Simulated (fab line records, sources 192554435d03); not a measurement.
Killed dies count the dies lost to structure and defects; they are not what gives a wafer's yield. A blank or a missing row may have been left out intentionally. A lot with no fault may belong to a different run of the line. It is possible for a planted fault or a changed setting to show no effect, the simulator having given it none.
Chamber matching / flow n5-finfet / N5_BEOL_M0_SAQP_PECVD_03 on pecvd-01: 3 sister chambers
The step deposits SiCN from 3MS/NH3, target thk 12 nm, time 21.1 s. 3 wafers are shown with their chamber, then 9 later ones without.

== WAFERS, EACH WITH ITS CHAMBER ==
wafer=L082.2; chamber=0; throttle-valve-pct (%)=9.7
wafer=L082.5; chamber=1; throttle-valve-pct (%)=8.2
wafer=L082.6; chamber=2; throttle-valve-pct (%)=8.2

== WAFERS WITH NO CHAMBER GIVEN ==
wafer=L084.2; throttle-valve-pct (%)=8.2
wafer=L084.4; throttle-valve-pct (%)=8.6
wafer=L084.6; throttle-valve-pct (%)=8.1
wafer=L086.2; throttle-valve-pct (%)=8.3
wafer=L086.3; throttle-valve-pct (%)=8.5
wafer=L086.6; throttle-valve-pct (%)=8.4
wafer=L096.1; throttle-valve-pct (%)=8.2
wafer=L096.3; throttle-valve-pct (%)=8.1
wafer=L096.4; throttle-valve-pct (%)=8.5

== WHICH CHAMBER EACH ONE RAN IN ==
wafer=L084.2; from the rows above=can't be placed: 1 or 2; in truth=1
wafer=L084.4; from the rows above=can't be placed: 1 or 2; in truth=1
wafer=L084.6; from the rows above=can't be placed: 1 or 2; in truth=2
wafer=L086.2; from the rows above=can't be placed: 1 or 2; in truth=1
wafer=L086.3; from the rows above=can't be placed: 1 or 2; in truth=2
wafer=L086.6; from the rows above=can't be placed: 1 or 2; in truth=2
wafer=L096.1; from the rows above=can't be placed: 1 or 2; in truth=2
wafer=L096.3; from the rows above=can't be placed: 1 or 2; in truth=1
wafer=L096.4; from the rows above=can't be placed: 1 or 2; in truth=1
Correctly placed: 0 of 9. Not placeable from these rows: 9 (in 9, the candidates include the true chamber). Placed wrongly: 0.
How it was worked out, from the rows above alone: a wafer's distance from a chamber is the root of the sum, over the readings, of the square of ((its reading less the chamber's mean) divided by the reading's scatter). The wafer belongs to the nearest chamber; if the next one is less than 2 further off, it can't be placed. For every chamber, the mean is computed from those of its wafers that are shown. The scatter (one wafer shown for each chamber): square how far every hidden wafer sits from the nearest shown wafer, average those squares and take the square root.
